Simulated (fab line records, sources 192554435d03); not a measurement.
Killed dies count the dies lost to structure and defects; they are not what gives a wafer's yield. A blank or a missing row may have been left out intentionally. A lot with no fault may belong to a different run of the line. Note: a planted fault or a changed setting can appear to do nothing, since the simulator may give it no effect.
Matching of chambers + flow n5Finfet + 3 sister chambers for N5_FIN_SAQP_PECVD_47 on pecvd-03
The step deposits a-Si from SiH4/He, target thk 45 nm, time 36.3 s. 6 wafers are shown with their chamber, then 9 later ones without.

## WAFERS, EACH WITH ITS CHAMBER
| wafer  | chamber | throttleValvePct (%) | heaterPowerW (W) |
|--------|---------|----------------------|------------------|
| L082.1 | 0       | 18.1                 | 793              |
| L084.1 | 2       | 17.4                 | 933              |
| L084.4 | 1       | 17.8                 | 818              |
| L087.1 | 1       | 17.7                 | 768              |
| L087.2 | 0       | 18.1                 | 913              |
| L087.3 | 2       | 17.6                 | 997              |

## WAFERS WITHOUT THEIR CHAMBER
| wafer  | throttleValvePct (%) | heaterPowerW (W) |
|--------|----------------------|------------------|
| L088.3 | 17.7                 | 865              |
| L088.5 | 17.5                 | 879              |
| L088.6 | 18.2                 | 794              |
| L094.2 | 17.9                 | 1000             |
| L094.3 | 17.8                 | 886              |
| L094.5 | 18.0                 | 869              |
| L097.1 | 17.4                 | 1011             |
| L097.3 | 17.9                 | 835              |
| L097.6 | 17.8                 | 1008             |

## WHICH CHAMBER EACH ONE RAN IN
| wafer  | from the rows above          | in truth |
|--------|------------------------------|----------|
| L088.3 | can't be placed: 1 or 2      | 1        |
| L088.5 | can't be placed: 2 or 1      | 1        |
| L088.6 | 0                            | 0        |
| L094.2 | can't be placed: 0 or 1 or 2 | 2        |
| L094.3 | can't be placed: 1 or 0 or 2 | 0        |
| L094.5 | can't be placed: 0 or 1      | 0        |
| L097.1 | 2                            | 2        |
| L097.3 | can't be placed: 1 or 0      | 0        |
| L097.6 | can't be placed: 2 or 1 or 0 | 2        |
Correct placement for 2 of the 9. Can't be placed from these rows: 7 (the true chamber is among the candidates in 7). Wrongly placed: 0.
How it was worked out, from the rows above alone: a wafer's distance from a chamber is the root of the sum, over the readings, of the square of ((its reading less the chamber's mean) divided by the reading's scatter). If the next closest chamber is less than 2 further off than the closest, the wafer can't be placed; otherwise it belongs to the closest. For every chamber, the mean is computed from those of its wafers that are shown. The scatter is the square root of a quotient: the sum, over the shown wafers, of each reading's squared deviation from its chamber's mean, divided by wafers minus chambers.
